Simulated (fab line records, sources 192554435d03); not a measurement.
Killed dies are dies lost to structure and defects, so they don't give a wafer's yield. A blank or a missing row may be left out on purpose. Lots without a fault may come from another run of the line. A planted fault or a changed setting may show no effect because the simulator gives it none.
Split-lot experiment | flow n5_finfet | 7 lots, 39 wafers read, on a route of 1938 steps

THE SPLIT
At N5_FIN_SAQP_HM_DEP_03 (deposits SiNx from SiH4/NH3/N2, target thk 38 nm, time 33.6 s), the setting target_thk_a was moved away from the recipe's 380 angstrom on 12 of the 39 wafers read, by -7.3% to +4.4%. The other wafers ran this setting at the recipe's value.

FROM THE SPLIT TO THE READING: what the file shows between them, 8 steps
- N5_FIN_SAQP_THK_MEAS_05
- N5_FIN_SAQP_PECVD_47: deposits a-Si from SiH4/He, target thk 45 nm, time 36.3 s
- N5_FIN_SAQP_PECVD_48: deposits SiNx from SiH4/NH3/N2, target thk 25 nm, time 22.1 s
- N5_FIN_SAQP_MANDREL2_REMOVE_60: chemistry HBr/Cl2/O2, target a-Si, stops on SiNx, bt time 10 s
- N5_FIN_SAQP_HM_OPEN_33: chemistry CH3F/O2, target SiNx, target depth 49.4 nm, time 70.6 s
- N5_FIN_SAQP_ETCH_34: etches SiO2 in C4F6/O2, target depth 45 nm, time 15 s
- N5_FIN_SAQP_STRIP_77: strips in N2/H2, time 90 s
- N5_FIN_SAQP_ETCH_64: etches SiO2 in CF4, target depth 1.5 nm

THE READING
SiNx_of_FIN_SAQP_HM_DEP_03.thk_nm (the simulator's own value, which no gauge read), in nm, at N5_FIN_SAQP_FIN_ETCH_36 (etches the open film in HBr/Cl2/O2, target depth 120 nm, time 50.4 s). The file gives no usual value for it. The 27 wafers here that ran the recipe average 20.8 nm, standard deviation 0.52 nm.

wafer  | tool, chamber at the split | target_thk_a as run, angstrom | against the recipe | SiNx_of_FIN_SAQP_HM_DEP_03.thk_nm, nm | against lot-mates on the recipe
L076.1 | pecvd-01, 1                | 380                           | recipe             | 20.6                                  | -
L076.2 | pecvd-01, 0                | 352.3                         | -7.3%              | 18.2                                  | -2.9
L076.3 | pecvd-01, 0                | 380                           | recipe             | 21.6                                  | -
L076.4 | pecvd-01, 1                | 352.3                         | -7.3%              | 18.4                                  | -2.7
L076.5 | pecvd-01, 0                | 352.3                         | -7.3%              | 18.8                                  | -2.3
L076.6 | pecvd-01, 1                | 380                           | recipe             | 21.2                                  | -
L078.1 | pecvd-02, 2                | 380                           | recipe             | 20.2                                  | -
L078.2 | pecvd-02, 1                | 380                           | recipe             | 20.8                                  | -
L078.3 | pecvd-02, 0                | 380                           | recipe             | 20.8                                  | -
L078.4 | pecvd-02, 2                | 380                           | recipe             | 21.4                                  | -
L078.5 | pecvd-02, 0                | 380                           | recipe             | 21.4                                  | -
L078.6 | pecvd-02, 1                | 380                           | recipe             | 21.2                                  | -
L082.1 | pecvd-04, 0                | 380                           | recipe             | 20                                    | -
L082.2 | pecvd-04, 2                | 380                           | recipe             | 20.8                                  | -
L082.5 | pecvd-04, 0                | 380                           | recipe             | 20.6                                  | -
L086.1 | pecvd-04, 2                | 396.8                         | +4.4%              | 22.6                                  | +2.4
L086.6 | pecvd-04, 0                | 396.8                         | +4.4%              | 22.6                                  | +2.4
L086.2 | pecvd-04, 1                | 380                           | recipe             | 20                                    | -
L086.3 | pecvd-04, 0                | 380                           | recipe             | 20.4                                  | -
L086.4 | pecvd-04, 1                | 380                           | recipe             | 20.2                                  | -
L086.5 | pecvd-04, 2                | 396.8                         | +4.4%              | 22.4                                  | +2.2
L091.1 | pecvd-01, 1                | 380                           | recipe             | 21.2                                  | -
L091.2 | pecvd-01, 2                | 380                           | recipe             | 21                                    | -
L091.3 | pecvd-01, 0                | 380                           | recipe             | 21.4                                  | -
L091.4 | pecvd-01, 0                | 365.7                         | -3.8%              | 20.6                                  | -0.6
L091.5 | pecvd-01, 2                | 365.7                         | -3.8%              | 19.6                                  | -1.6
L091.6 | pecvd-01, 1                | 365.7                         | -3.8%              | 19.6                                  | -1.6
L093.1 | pecvd-02, 1                | 380                           | recipe             | 19.8                                  | -
L093.2 | pecvd-02, 0                | 380                           | recipe             | 20.4                                  | -
L093.3 | pecvd-02, 2                | 380                           | recipe             | 20.8                                  | -
L093.4 | pecvd-02, 1                | 380                           | recipe             | 21.6                                  | -
L093.5 | pecvd-02, 0                | 380                           | recipe             | 21.2                                  | -
L093.6 | pecvd-02, 2                | 380                           | recipe             | 21                                    | -
L094.1 | pecvd-02, 2                | 380                           | recipe             | 20.6                                  | -
L094.2 | pecvd-02, 1                | 396.9                         | +4.4%              | 22                                    | +1.5
L094.3 | pecvd-02, 0                | 380                           | recipe             | 20                                    | -
L094.4 | pecvd-02, 0                | 396.9                         | +4.4%              | 22.6                                  | +2.1
L094.5 | pecvd-02, 2                | 396.9                         | +4.4%              | 22.6                                  | +2.1
L094.6 | pecvd-02, 1                | 380                           | recipe             | 21                                    | -

THE FIT
A straight line over all 39 wafers: SiNx_of_FIN_SAQP_HM_DEP_03.thk_nm changes by +0.33 nm for each +1% of target_thk_a; r = +0.89; the points scatter about the line by 0.49 nm.
The same after taking each lot's own level away (the mean of its wafers on the recipe; 39 wafers): +0.403 nm for each +1%; r = +0.94; scatter 0.43 nm.
On that fit, the largest move of target_thk_a shifts the reading by 2.9 nm.
The lots' own levels span 20.20 to 21.20 nm, that is 1.9 times the standard deviation above.
So the lot-to-lot level changes the slope: the two fits differ.
Check: with one of the wafers moved furthest among these (-7.3%) left out of the fit, the line predicts -2.83 nm for it against its lot-mates. It came out at -2.93 nm against them.

THE WHOLE CHAIN: every reading that the file lists as answering this split, in the file's order
step                    | what it does                                                         | reading                                                                            | change (the file's fit)               | r (the file's)
N5_FIN_SAQP_HM_DEP_03   | deposits SiNx from SiH4/NH3/N2, target thk 38 nm, time 33.6 s        | SiNx_of_FIN_SAQP_HM_DEP_03.thk_nm (the simulator's own value, which no gauge read) | +0.381 nm for each +1% of the setting | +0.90
N5_FIN_SAQP_THK_MEAS_05 |                                                                      | thk_nm                                                                             | withheld for each +1% of the setting  | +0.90
N5_FIN_SAQP_HM_OPEN_33  | chemistry CH3F/O2, target SiNx, target depth 49.4 nm, time 70.6 s    | etch_rf_on_time_s                                                                  | withheld for each +1% of the setting  | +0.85
N5_FIN_SAQP_HM_OPEN_33  | chemistry CH3F/O2, target SiNx, target depth 49.4 nm, time 70.6 s    | etch.depth_nm (the simulator's own value, which no gauge read)                     | +0.384 nm for each +1% of the setting | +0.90
N5_FIN_SAQP_ETCH_34     | etches SiO2 in C4F6/O2, target depth 45 nm, time 15 s                | SiNx_of_FIN_SAQP_HM_DEP_03.thk_nm (the simulator's own value, which no gauge read) | +0.385 nm for each +1% of the setting | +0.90
N5_FIN_SAQP_FIN_ETCH_36 | etches the open film in HBr/Cl2/O2, target depth 120 nm, time 50.4 s | SiNx_of_FIN_SAQP_HM_DEP_03.thk_nm (the simulator's own value, which no gauge read) | +0.402 nm for each +1% of the setting | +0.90

THE FILE'S OWN FIT
SiNx_of_FIN_SAQP_HM_DEP_03.thk_nm changes by +0.402 nm for each +1% of target_thk_a, r = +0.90.
